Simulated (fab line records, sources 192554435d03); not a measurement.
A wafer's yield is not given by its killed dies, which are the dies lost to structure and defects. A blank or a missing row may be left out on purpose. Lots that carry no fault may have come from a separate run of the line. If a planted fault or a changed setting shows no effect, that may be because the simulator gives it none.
Split-lot experiment -- flow n5 finfet -- route with 1938 steps; 7 lots, 21 wafers read

## SPLIT DETAILS
At N5_BEOL_M9_ETCH_66 (etches SOC in N2/H2, target depth 80 nm, overetch 16 nm, time 120 s), the setting time s was moved away from the recipe's 120 s on 3 of the 21 wafers read, by +6.7% to +20.8%. The other wafers ran this setting at the recipe's value.

The reading comes from the split's own step.

## THE READING
SiARC_of_BEOL_M9_COAT_64.thk nm (the simulator's own value, which no gauge read), in nm, at N5_BEOL_M9_ETCH_66 (etches SOC in N2/H2, target depth 80 nm, overetch 16 nm, time 120 s). The file does not state a usual value for it. The 18 wafers here that ran the recipe average 6.3 nm, standard deviation 0.22 nm.

wafer,"tool, chamber at the split","time s as run, s",against the recipe,"SiARC_of_BEOL_M9_COAT_64.thk nm, nm",against lot-mates on the recipe
L074.1,"rie diel-01, 0",120,recipe,6.4,-
L074.2,"rie diel-01, 3",120,recipe,6.2,-
L074.3,"rie diel-01, 2",120,recipe,6,-
L076.2,"rie diel-01, 2",120,recipe,6.2,-
L076.3,"rie diel-01, 0",120,recipe,6.6,-
L076.6,"rie diel-01, 2",120,recipe,6,-
L080.1,"rie diel-01, 2",120,recipe,6,-
L080.6,"rie diel-01, 2",120,recipe,6,-
L080.3,"rie diel-01, 0",120,recipe,6.4,-
L078.4,"rie diel-05, 2",120,recipe,6.2,-
L078.5,"rie diel-05, 3,0",120,recipe,6.4,-
L078.6,"rie diel-05, 3,0",120,recipe,6.4,-
L084.1,"rie diel-06, 0,3",120,recipe,6.6,-
L084.4,"rie diel-06, 0,3",120,recipe,6.6,-
L084.2,"rie diel-06, 2",144.9,+20.8%,5,-1.6
L089.2,"rie diel-01, 0",128,+6.7%,6.2,-0.3
L089.4,"rie diel-01, 0",120,recipe,6.6,-
L089.6,"rie diel-01, 3",120,recipe,6.4,-
L093.2,"rie diel-06, 0",120,recipe,6.6,-
L093.5,"rie diel-06, 0",143.2,+19.3%,5.6,-0.9
L093.6,"rie diel-06, 1",120,recipe,6.4,-
Rows listing several chambers each stand for several wafers; the file does not say which wafer went through which chamber.

THE FIT
A straight line over all 21 wafers: SiARC_of_BEOL_M9_COAT_64.thk nm changes by -0.0508 nm for each +1% of time s; r = -0.80; the points scatter about the line by 0.24 nm.
The same after taking each lot's own level away (the mean of its wafers on the recipe; 21 wafers): -0.0623 nm for each +1%; r = -0.90; scatter 0.18 nm.
Per that fit: largest time s move, reading shift of 1.3 nm.
The lots' own levels span 6.13 to 6.60 nm, that is 2.1 times the standard deviation above.
Hence the slope depends on the lot-to-lot level, as the two fits are not the same.
Check: -0.963 nm against its lot-mates is what the line predicts for one of the wafers moved furthest among these (+20.8%) when that wafer is left out of the fit. Against them it came out at -1.6 nm.

## OTHER SPLITS ON THESE WAFERS
Note: prior to the reading, these wafers also went through further splits. Each is held against what the fit with the lots' levels taken away leaves over:
other split on the same wafers,wafers away from the commonest value,r with SiARC_of_BEOL_M9_COAT_64.thk nm (lot level and that fit taken away)
N5_BEOL_M7_ETCH_41 source w,5,-0.01
N5_BEOL_M8_COAT_22 spin rpm,5,-0.09
N5_BEOL_M9_COAT_22 spin rpm,8,-0.04

## FILE'S OWN FIT
SiARC_of_BEOL_M9_COAT_64.thk nm changes by -0.062 nm for each +1% of time s, r = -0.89.
